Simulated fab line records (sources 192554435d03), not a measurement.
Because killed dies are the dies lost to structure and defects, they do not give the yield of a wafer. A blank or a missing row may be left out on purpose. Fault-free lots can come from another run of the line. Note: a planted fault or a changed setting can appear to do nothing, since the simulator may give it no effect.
A struck lot beside a sound one / flow n5_finfet / 15 out of 1938 route steps
Sound: these wafers, L777.3, L777.5, L777.6. Struck: wafer L782.6. (L782.2, L782.3 of the same lot were not struck and are left out.) The cause comes at the end.
Per side, at each step with rows, come the tool, then ch with its chambers, and then its first start. Under that, the readings that differ: sound wafers / struck wafers / difference of the means / sigmas: that difference in standard deviations of wafers without a fault.
alike: words and numbers the same on both sides, and readings whose means are apart by under 2 such deviations; not compared: readings that were withheld, readings missing a value for some wafer, numbers with overlapping values and no deviation given by the record, and bounds like >300 which may hide the same value.
A row with sigmas, a row that says differs or no value, or rows on one side alone: a step with any of these is where the two part. Non-overlapping numbers with no deviation appear without sigmas and do not part them. Lack of a reading on every wafer of one side parts them only where that side has two or more wafers.

first, 4 steps without rows for these wafers: N5_HKMG_FIN_STRIP_89 (strips SOC in N2/H2, time 20 s); N5_HKMG_FIN_WET_ETCH_87 (etches TiN in SC1, time 154.2 s, target depth 4.7 nm, rinse time 30 s); N5_HKMG_FIN_STRIP_88 (strips in N2/H2, time 360 s); N5_HKMG_FIN_NWFM_ALD_20 (deposits TiAlC, target thk 2 nm, pulse time 3 s, purge time 2 s).
N5_HKMG_FIN_ALD_71: deposits TiN, target thk 1 nm, pulse time 1 s, purge time 3 s.
  sound on ald_metal-04 ch 1,2, day 7 08:49; struck on ald_metal-04 ch 2, day 8 09:06
  alike: heater_power_w, precursor_pulse_height_rel
  not compared: ald_cycles
then, 1 step without rows for these wafers: N5_HKMG_FIN_COAT_66 (time 60 s, resist thk 300 nm).
N5_HKMG_FIN_ETCH_67: etches SOC in N2/H2, stops on TiN, target depth 388.9 nm.
  sound on rie_diel-03 ch 0,1, day 7 09:09; struck on rie_diel-03 ch 1, day 8 09:29
  alike: drypump_motor_current_A, h2_flow_sccm, oes_product_au, rf_fwd_power_W, rf_vpp_V, showerhead_plenum_p_Torr, throttle_valve_pct
  not compared: rf_hours_counter_h
then, 2 steps without rows for these wafers: N5_HKMG_FIN_STRIP_90 (strips SOC in N2/H2, time 20 s); N5_HKMG_FIN_WET_ETCH_73 (etches the open film in SC1, time 42.3 s, target depth 1.3 nm, rinse time 30 s).
N5_HKMG_FIN_ETCHBACK_68: etches the open film in Cl2/Ar, stops on HfO2, target depth 0.5 nm.
  sound on rie_metal-03 ch 0,1, day 7 09:25; struck on rie_metal-03 ch 1, day 8 09:41
  alike: drypump_motor_current_A, oes_ar_750_au, oes_product_au, rf_fwd_power_W, throttle_valve_pct
  not compared: rf_hours_counter_h
then, 1 step without rows for these wafers: N5_HKMG_FIN_STRIP_69 (strips in N2/H2, time 360 s).
N5_HKMG_FIN_ALD_21: deposits TiN, target thk 1.5 nm, pulse time 1 s, purge time 3 s.
  sound on ald_metal-03 ch 1,2, day 7 09:55; struck on ald_metal-04 ch 3, day 8 10:13
  alike: heater_power_w, precursor_pulse_height_rel
  not compared: ald_cycles
N5_HKMG_FIN_ALD_72: deposits W, target thk 2 nm, pulse time 1 s, purge time 2 s.
  sound on cvd_w-02 ch 0,1, day 7 10:17; struck on cvd_w-02 ch 0, day 8 10:35
reading=ald_cycles; sound=7 7 7; struck=6; difference=-1; sigmas=
reading=model.W_of_HKMG_FIN_ALD_72.thk_nm (nm); sound=2.2 2.2 2; struck=1.6; difference=-0.5; sigmas=
  alike: heater_power_w, precursor_pulse_height_rel
N5_HKMG_FIN_W_FILL_22: material W, target thk 60 nm, time 18.2 s.
  sound on cvd_w-02 ch 0,1, day 7 10:20; struck on cvd_w-02 ch 0, day 8 10:38
  alike: heater_power_w, throttle_valve_pct
then, 1 step without rows for these wafers: N5_PASSIVATION_PROBE_49.

== WHERE THEY PART ==
Nowhere in this record.

WHY: what the simulator had put in
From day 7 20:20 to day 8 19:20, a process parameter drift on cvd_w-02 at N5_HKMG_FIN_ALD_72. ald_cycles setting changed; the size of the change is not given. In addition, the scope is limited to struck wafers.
